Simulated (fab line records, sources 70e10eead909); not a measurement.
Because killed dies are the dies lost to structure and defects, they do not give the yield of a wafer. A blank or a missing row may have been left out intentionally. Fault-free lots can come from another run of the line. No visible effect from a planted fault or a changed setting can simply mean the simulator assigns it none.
One fault through the eyes of 3 desks / flow nand harc / each desk holds nothing but its own numbers, with what lay behind them at the end

== AT THE METROLOGY DESK ==
Means of the sampled wafers that have a number, per lot and without regard to the tool the lot ran on: this is what the gauges read. A lot is out of limits, marked OUT, if its mean lies more than 4 standard deviations from the usual mean; the brackets give that distance.
Columns: A = cd nm at NHARC_P_M1_CD_MEAS_09, usual 130.3 nm
lot=L280; first seen here=day 5 16:00; A=129.4
lot=L283; first seen here=day 6 13:52; A=131.0
lot=L282; first seen here=day 6 14:40; A=130.9
lot=L285; first seen here=day 7 00:37; A=130.1
lot=L286; first seen here=day 7 13:32; A=130.2
lot=L287; first seen here=day 7 16:00; A=131.7
lot=L291; first seen here=day 9 08:38; A=130.3
lot=L295; first seen here=day 10 05:58; A=159.1 (+34) OUT
lot=L296; first seen here=day 10 07:31; A=129.3
lot=L298; first seen here=day 10 09:59; A=155.6 (+30) OUT
lot=L302; first seen here=day 11 09:41; A=129.9
lot=L303; first seen here=day 11 12:47; A=129.5
This desk's finding: out of limits on L295, L298; first on L295, day 10 05:58 (cd nm at NHARC_P_M1_CD_MEAS_09). In limits: L280, L283, L282, L285, L286, L287, L291, L296, L302, L303.

== THE DEFECT DESK ==
Counts from the inspections along the route, per lot, as means over the sampled wafers that have a number. A lot is out of limits, marked OUT, if its mean lies more than 4 standard deviations from the usual mean; the brackets give that distance.
Columns: A = raw defect count at NHARC_P_M0_INSPECT_27, usual 302
lot=L280; first seen here=day 5 14:37; A=330
lot=L283; first seen here=day 6 12:37; A=243
lot=L282; first seen here=day 6 13:18; A=352
lot=L285; first seen here=day 6 23:13; A=424
lot=L286; first seen here=day 7 12:08; A=259
lot=L287; first seen here=day 7 14:38; A=292
lot=L291; first seen here=day 9 07:22; A=332
lot=L295; first seen here=day 10 04:35; A=186
lot=L296; first seen here=day 10 05:55; A=254
lot=L298; first seen here=day 10 08:36; A=802
lot=L302; first seen here=day 11 08:19; A=247
lot=L303; first seen here=day 11 11:30; A=279
Result from this desk: across the 12 lots, nothing is out of limits.

== DESK OF THE TOOL OWNER: arfi scanner-02 ==
The tool's own readings at NHARC_P_M1_EXPOSE_06 (exposes mask P M1, target cd 130 nm): means of the sampled wafers that have a number, for each lot that ran on this tool. A lot is out of limits, marked OUT, if its mean lies more than 4 standard deviations from the usual mean; the brackets give that distance.
Columns: A = exposure dose mJ cm2 at NHARC_P_M1_EXPOSE_06, usual 81.88
lot=L280; first seen here=day 5 15:52; A=81.83
lot=L282; first seen here=day 6 14:32; A=81.83
lot=L287; first seen here=day 7 15:52; A=81.81
lot=L295; first seen here=day 10 05:50; A=130.78 (+99 or more) OUT
lot=L298; first seen here=day 10 09:51; A=122.56 (+99 or more) OUT
This desk's finding: out of limits on L295, L298; first on L295, day 10 05:50 (exposure dose mJ cm2 at NHARC_P_M1_EXPOSE_06). In limits: L280, L282, L287.

== ALL TOGETHER ==
The tool owner's desk could have raised an alarm at day 10 05:50, on L295, L298.
At day 10 05:58 the metrology desk could have sounded an alarm, on L295, L298.
Nothing out of limits was seen by the defect desk.
The defect desk has L295, L298 on record, within its limits.
NHARC_P_M1_EXPOSE_06 was run on arfi scanner-02 by each of the lots named.

== WHAT WAS PUT IN BY THE SIMULATOR ==
Process parameters drifting: arfi scanner-02 at NHARC_P_M1_EXPOSE_06, beginning at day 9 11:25. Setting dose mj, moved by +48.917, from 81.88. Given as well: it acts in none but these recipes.
Shown lots that were struck: L295, L298.
Delay (hours) between the fault's onset and each desk's first out-of-limits reading: 18 at the tool owner's desk, 19 at the metrology desk.
